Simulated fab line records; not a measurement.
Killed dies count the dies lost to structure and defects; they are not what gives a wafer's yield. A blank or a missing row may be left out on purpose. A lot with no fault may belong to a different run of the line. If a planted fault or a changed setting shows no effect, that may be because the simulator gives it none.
fab line records ; flow n5Finfet
record: lots: 4; wafers: 11; lastDay: 18
route steps=1938 shown BEOL_M11@1590 BEOL_M12@1602
lots that met no fault: from a run of the same line without faults
startH: the number of hours between the record's first day and the start of the first shown wafer of the lot ; waitH: time in hours since the lot's previous step ; " the same as in the row above ; L1.1+2: a single row standing in for several wafers ; - no value, or no start was given ; * or withheld: withheld ; < > ~ a bound
route shown NAME@n: NAME is a module with steps in the file, n the number in the route of the first one ; usual: mean and standard deviation over wafers with no fault ; same: alike in all rows ; chamber/n: place in a boat ; sites: per-site readings ; _std_site: how widely they spread, as a standard deviation ; _edge_site: mean of outer sites minus mean of inner sites ; radiusMm: how far each site lies from the wafer's centre ; mask NAME#n: copy n ; behind: the most recent tool/chamber to have shaped the wafer ; hold: cause of the lot's hold/its duration in hours/its outcome ; device: which transistor (n, p or np) failed to switch ; end of line: at the end of the route, the tests of the same wafers ; step lacking rows: just its recipe ; killed: dies lost to structure and defects at the first sort, not the wafer's yield ; map: dies across one wafer; x = killed, . = not, _ = none there
set.NAME: the run value of the setting; set.NAME@STEP: its run value at that earlier step ; model.NAME: the simulator's own value behind a step, which no gauge read
certain route steps with their lots: each step a table, each wafer a row
services: from which hour (startH, from the record's first day; less than 0 if before it) a tool's chamber was out of use, for how many hours, and why
== steps ==
step: N5_BEOL_M11_ALD_74
recipe: material: TaN; targetThkA: 20; tempC: 275; aldPrecursorFamily: PDMAT; aldCoReactant: NH3; pressureTorr: 3; carrierFlowSccm: 1500; pulseTimeS: 2; purgeTimeS: 3; coReactantPurgeTimeS: 2; coReactantPulseTimeS: 3; aldCycles: 40; precursorVesselTempC: 75; precursorVesselPressureTorr: 26.25; precursorVesselCarrierSccm: 1000
step: N5_BEOL_M11_SURFACE_TREAT_76
recipe: gas: Ar; timeS: *; ionEnergyEv: *; ionCurrentMaCm2: 0.5; pressureMtorr: *; arFlowSccm: 30
step: N5_BEOL_M11_CVD_75
recipe: material: Co; targetThkA: 20; tempC: withheld; precursor: CCTBA/H2; pressureTorr: 30; timeS: 138.9
step: N5_BEOL_M11_SPUTTER_48
recipe: material: Cu; targetThkA: 120; tempC: -20; biasV: 60; powerW: 26000; chamberPressurePa: 0.13; timeS: 2
step: N5_BEOL_M11_ECD_50
recipe: material: Cu; targetThkA: 3180
step: N5_BEOL_M11_ANNEAL_51
recipe: tempC: 225; timeS: 90; ambient: N2
step: N5_BEOL_M11_CMP_52
recipe: stopOn: SiCOH_lowk; tOverpolishS: 7; downForcePsi: 1; platenRpm: 50; clearingPlatenDownForcePsi: 1.5; clearingPlatenRpm: 50; postCmpClean: cuAlkaline; targetThkNm: 140; clearingPlatenPadVelocityMS: 0.99484; padVelocityMS: 0.99484
step: N5_BEOL_M11_PRE_CLEAN_55
recipe: gas: NH3; timeS: 15; tempC: withheld; rfPowerW: 300
step: N5_BEOL_M11_DEP_56
recipe: material: SiCN; targetThkA: 300; tempC: withheld; precursor: 3MS/NH3; pressureTorr: 3; rfW: 675; timeS: 10.5
step: N5_BEOL_M12_ILD_DEP_00
recipe: material: SiOC; targetThkA: 6589.2; tempC: 350; precursor: DEMS/O2; pressureTorr: 5; rfW: 500; timeS: 130.7
usual: chamberPressureTorr: 4.999/0.013; heaterPowerW: 459/68; runLengthS: 175.6/0.51; showerheadPlenumPTorr: 5.700/0.017; susceptorTempC: 350.01/0.2; throttleValvePct: 11.9/0.54
lot.wafer;tool;chamber;startH;waitH;chamberPressureTorr;heaterPowerW;runLengthS;showerheadPlenumPTorr;susceptorTempC;throttleValvePct;model.SiOC_of_BEOL_M12_ILD_DEP_00.thkNm
L324.1;pecvd-02;2;257.50;0.0;4.997;603;175.6;5.704;349.72;11.6;654.8
L324.2;pecvd-02;0;257.50;0.0;4.992;477;175.5;5.707;349.76;12.9;660.4
L324.5;pecvd-02;0;257.50;0.0;5.002;505;175.1;5.696;349.97;12.7;677
L338.4;pecvd-02;0;355.49;0.1;5.011;505;175.3;5.698;349.78;12.8;671.8
L338.5;pecvd-02;2;355.49;0.1;4.994;576;148.7;5.687;-;11.8;532
L338.6;pecvd-02;1;355.49;0.1;5.016;468;176.1;5.701;350.04;11.7;668
L339.2;pecvd-02;2;356.27;0.0;4.999;567;148.1;5.694;-;12.0;511.4
L339.3;pecvd-02;1;356.27;0.0;4.988;427;175.7;5.719;350.14;11.8;649
L342.1;pecvd-03;1;381.79;0.0;4.993;374;176.5;5.680;349.57;12.5;660.8
L342.2;pecvd-03;2;381.79;0.0;5.001;421;175.1;5.670;349.83;11.6;656.2
L342.3;pecvd-03;0;381.79;0.0;4.979;453;176.4;5.715;350.09;11.8;654.4
step: N5_BEOL_M12_THK_MEAS_01
recipe: reads: SiOC_of_BEOL_M12_ILD_DEP_00
usual: M12_ILD_THK: 660/9
lot.wafer;tool;chamber;startH;waitH;M12_ILD_THK[nm]
L324.1;filmMetro-02;-;257.63;0.1;655
L324.2;filmMetro-02;-;257.63;0.1;660
L324.5;filmMetro-02;-;257.63;0.1;677
L338.4;filmMetro-01;-;355.57;0.0;672
L338.5;filmMetro-01;-;355.57;0.0;532
L338.6;filmMetro-01;-;355.57;0.0;668
L339.2;filmMetro-01;-;356.40;0.1;511
L339.3;filmMetro-01;-;356.40;0.1;649
L342.1;filmMetro-02;-;381.92;0.1;661
L342.2;filmMetro-02;-;381.92;0.1;656
L342.3;filmMetro-02;-;381.92;0.1;654
step: N5_BEOL_M12_COAT_58
recipe: resist: BARC; tempC: 205; timeS: 60; spinRpm: 1500; resistThkNm: 89
step: N5_BEOL_M12_COAT_04
recipe: spinRpm: 1625; resistThkNm: 400
step: N5_BEOL_M12_EBR_06
recipe: solvent: PGMEA; ebrWidthMm: 1.5
step: N5_BEOL_M12_SOFTBAKE_05
recipe: tempC: 130; timeS: 60
step: N5_BEOL_M12_EXPOSE_07
recipe: maskId: V11; na: 0.93; sourceShape: conventional; sigmaOuter: 0.6; polarization: unpolarized; attpsmPhaseDeg: 180; doseMj: 32.5
step: N5_BEOL_M12_PEB_08
recipe: pebTempC: 130; pebTimeS: 90
step: N5_BEOL_M12_DEVELOP_09
recipe: developTimeS: 45; rinseLiquid: diw; dry: airSpin; devTempC: 21
step: N5_BEOL_M12_HARDBAKE_14
recipe: tempC: 130; timeS: 120
step: N5_BEOL_M12_DESCUM_15
recipe: chemistry: O2; timeS: 7.9; sourcePowerW: 50; biasPowerW: 20; pressureMtorr: 20; rfFrequencyHz: 2.712e+07; tempC: 40; o2FlowSccm: 225
step: N5_BEOL_M12_ETCH_59
recipe: chemistry: N2/H2; target: BARC; targetDepthA: 890; overetchA: 267; timeS: 67.9; ionEnergyEv: 200; pressureMtorr: 30; sourceW: 840; biasW: 150; n2FlowSccm: 200; h2FlowSccm: 200
step: N5_BEOL_M12_VIA_ETCH_16
recipe: chemistry: C4F8/O2/Ar; target: SiOC; pressureMtorr: 30; sourceW: 3000; biasW: 700; Ar_flow_sccm: 400; C4F8_flow_sccm: 15; O2_flow_sccm: 8; heInnerTorr: 15; heOuterTorr: 30; targetDepthA: 7248; timeS: withheld; ionEnergyEv: 250; ends: cleared
usual: drypumpMotorCurrentA: 5.4/0.38; oesProductAu: 0.69/0.078; rfVppV: 665/3.8; showerheadPlenumPTorr: 3.40/0.13; throttleValvePct: 24.15/0.21
lot.wafer;tool;chamber;startH;waitH;drypumpMotorCurrentA;oesProductAu;rfVppV;showerheadPlenumPTorr;throttleValvePct;model.etch.depthNm;model.coat_of_BEOL_M12_COAT_04.thkNm
L324.1;rieDiel-05;3;258.11;0.0;5.7;0.76;671;3.60;24.07;654.8;127
L324.2;rieDiel-05;0;258.11;0.0;4.9;0.70;667;3.42;23.69;660.4;124
L324.5;rieDiel-05;3;258.11;0.0;5.7;0.76;671;3.60;24.08;677;121.4
L338.4;rieDiel-02;1;356.27;0.1;5.0;0.70;666;3.45;24.04;671.9;119
L338.5;rieDiel-02;3;356.27;0.1;5.4;0.74;665;3.43;24.14;532;160.8
L338.6;rieDiel-02;0;356.27;0.1;5.7;0.60;660;3.24;24.35;667.9;120.8
L339.2;rieDiel-05;0;356.88;0.0;4.9;0.67;666;3.40;23.73;511.3;168
L339.3;rieDiel-05;1;356.88;0.0;5.5;0.63;659;3.26;24.46;648.9;131.2
L342.1;rieDiel-05;0;382.54;0.0;5.0;0.67;664;3.39;23.75;660.8;124.4
L342.2;rieDiel-05;2;382.54;0.0;5.9;0.88;667;3.49;23.91;656.1;123.4
L342.3;rieDiel-05;3;382.54;0.0;5.7;0.72;671;3.58;24.13;654.4;127.8
step: N5_BEOL_M12_STRIP_63
recipe: chemistry: N2/H2; powerW: 1000; tempC: 250; h2Frac: 0.65; overashFraction: 0.3; pressureMtorr: 1000; n2FlowSccm: 1750; h2FlowSccm: 3250
usual: drypumpMotorCurrentA: 5.68/0.3; heaterPowerW: 356/28; oesProductAu: 0.693/0.005; stripTimeToEndpointS: 42.8/0.85
lot.wafer;tool;chamber;startH;waitH;drypumpMotorCurrentA;heaterPowerW;oesProductAu;rfHoursCounterH;stripTimeToEndpointS
L324.1;plasmaAsher-02;0;258.31;-;5.80;323;0.691;74;43.6
L324.2;plasmaAsher-02;1;258.31;-;5.90;315;0.695;74;42.7
L324.5;plasmaAsher-02;1;258.31;-;5.91;309;0.695;-;42.1
L338.4;plasmaAsher-01;1;356.40;-;5.28;387;0.698;-;41.4
L338.5;plasmaAsher-01;1;356.40;-;5.28;385;0.700;-;52.5
L338.6;plasmaAsher-01;0;356.40;-;5.92;366;0.702;-;41.9
L339.2;plasmaAsher-02;0;357.08;-;5.81;329;0.703;92;54.4
L339.3;plasmaAsher-02;0;357.08;-;5.76;326;0.695;-;44.7
L342.1;plasmaAsher-01;0;382.86;-;5.92;376;0.687;153;42.9
L342.2;plasmaAsher-01;1;382.86;-;5.27;399;0.692;153;42.6
L342.3;plasmaAsher-01;1;382.86;-;5.25;383;0.703;-;43.8
step: N5_BEOL_M12_STRIP_64
recipe: chemistry: N2/H2; powerW: 1000; tempC: 250; h2Frac: 0.65; overashFraction: 0.3; pressureMtorr: withheld; n2FlowSccm: 1750; h2FlowSccm: 3250
step: N5_BEOL_M12_STRIP_71
recipe: chemistry: postEtchResidueRemover; timeS: 60; tempC: 25; removerPh: withheld; removerWaterWtPct: withheld; removerFluorideWtPct: withheld
step: N5_BEOL_M12_SRD_72
recipe: timeS: 30; tempC: 23; rinseLiquid: diw; dry: n2Spin; spinRpm: 1500; dryTimeS: 30
step: N5_BEOL_M12_COAT_65
recipe: resist: SOC; tempC: 250; timeS: 60; spinRpm: 1500; resistThkNm: 300
step: N5_BEOL_M12_COAT_66
recipe: resist: SiARC; tempC: 220; timeS: 60; spinRpm: 1500; resistThkNm: 110
step: N5_BEOL_M12_COAT_22
recipe: spinRpm: 2888; resistThkNm: 300
step: N5_BEOL_M12_EBR_24
recipe: solvent: PGMEA; ebrWidthMm: 1.5
step: N5_BEOL_M12_SOFTBAKE_23
recipe: tempC: 130; timeS: 60
step: N5_BEOL_M12_EXPOSE_25
recipe: maskId: M12; na: 0.93; sourceShape: conventional; sigmaOuter: 0.4; polarization: unpolarized; doseMj: 21.8
step: N5_BEOL_M12_PEB_26
recipe: pebTempC: 130; pebTimeS: 90
step: N5_BEOL_M12_DEVELOP_27
recipe: developTimeS: 45; rinseLiquid: diw; dry: airSpin; devTempC: 21
step: N5_BEOL_M12_HARDBAKE_32
recipe: tempC: 130; timeS: 120
step: N5_BEOL_M12_CMP_49
recipe: stopOn: SiOC; tOverpolishS: 20.6; downForcePsi: 1; platenRpm: 50; clearingPlatenDownForcePsi: 1.5; clearingPlatenRpm: 50; postCmpClean: cuAlkaline; targetThkNm: 320; clearingPlatenPadVelocityMS: 0.99484; padVelocityMS: 0.99484
usual: clearingPlatenRpm: 50.001/0.027; motorCurrentA: 6.0/0.75
lot.wafer;tool;chamber;startH;waitH;clearingPlatenRpm;motorCurrentA;model.SiOC_of_BEOL_M12_ILD_DEP_00.thkNm
L324.2;cmp-04;2;263.36;0.2;49.990;5.1;602
L324.1;cmp-04;0;263.36;0.2;50.022;5.2;595.4
L324.5;cmp-04;2;263.36;0.2;50.022;5.4;618.4
L338.4;cmp-01;0;359.33;0.2;50.065;5.0;611.8
L338.6;cmp-01;3;359.33;0.2;49.996;6.6;609.6
L338.5;cmp-01;0;359.33;0.2;50.048;4.9;472.6
L339.3;cmp-04;1;359.89;0.2;50.008;6.6;591.4
L339.2;cmp-04;2;359.89;0.2;50.053;5.3;454
L342.3;cmp-04;0;386.36;0.2;50.039;5.4;593.8
L342.2;cmp-04;1;386.36;0.2;49.950;6.3;596.6
L342.1;cmp-04;2;386.36;0.2;50.020;5.3;602.4
== services ==
tool;chamber;startH;hours;kind
rieDiel-05;1;253.43;2.5;repair
cmp-01;-;258.90;4.0;pm
cmp-04;-;259.58;2.5;repair
cmp-01;-;272.01;6.9;pm
rieDiel-02;-;273.16;0.6;repair
plasmaAsher-02;-;277.54;2.4;repair
rieDiel-05;-;278.82;0.5;repair
rieDiel-05;2;282.21;3.3;repair
pecvd-02;0;294.23;2.1;scheduledDown
rieDiel-02;3;310.74;16.3;repair
pecvd-02;-;318.61;0.8;repair
cmp-01;-;321.72;7.3;repair
rieDiel-05;2;333.81;16.7;repair
cmp-01;-;338.52;4.8;pm
rieDiel-05;2;354.23;-;clean
rieDiel-05;2;354.23;-;consumableReplace:focusRing
rieDiel-05;2;354.23;18.1;scheduledDown
rieDiel-05;2;354.23;18.1;ventCycle
rieDiel-05;-;364.22;2.8;pm
plasmaAsher-02;-;364.51;28.0;repair
rieDiel-05;1;372.37;-;clean
rieDiel-05;1;372.37;-;consumableReplace:focusRing
rieDiel-05;1;372.37;-;consumableReplace:showerhead
cmp-04;-;381.54;4.0;pm
== key ==
firstSign: step: N5_BEOL_M12_ILD_DEP_00; reading: runLengthS; direction: down; sigmas: 53; usual: *; struck: *
effect: step: N5_BEOL_M12_THK_MEAS_01; reading: M12_ILD_THK; direction: down; sigmas: 16; usual: 660; struck: 521
effect: step: N5_BEOL_M12_STRIP_63; reading: stripTimeToEndpointS; direction: up; sigmas: 13; usual: *; struck: *
modelEffect: step: N5_BEOL_M12_ILD_DEP_00; value: SiOC_of_BEOL_M12_ILD_DEP_00.thkNm; without: 660.6; struck: 521.7
modelEffect: step: N5_BEOL_M12_VIA_ETCH_16; value: etch.depthNm; without: 660.6; struck: 521.6
modelEffect: step: N5_BEOL_M12_CMP_49; value: SiOC_of_BEOL_M12_ILD_DEP_00.thkNm; without: 602.2; struck: 463.3
metAt N5_BEOL_M12_ILD_DEP_00
struckWafers L338.5,L339.2
onsetBetween 257.50 355.49
fault: kind: processParameterDrift; tool: pecvd-02; chamber: -; onsetH: 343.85; steps: N5_BEOL_M12_ILD_DEP_00; channel: timeS; offset: *; shape: step; endH: 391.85; scope: struckWafersOnly; actsIn: *; stated: *
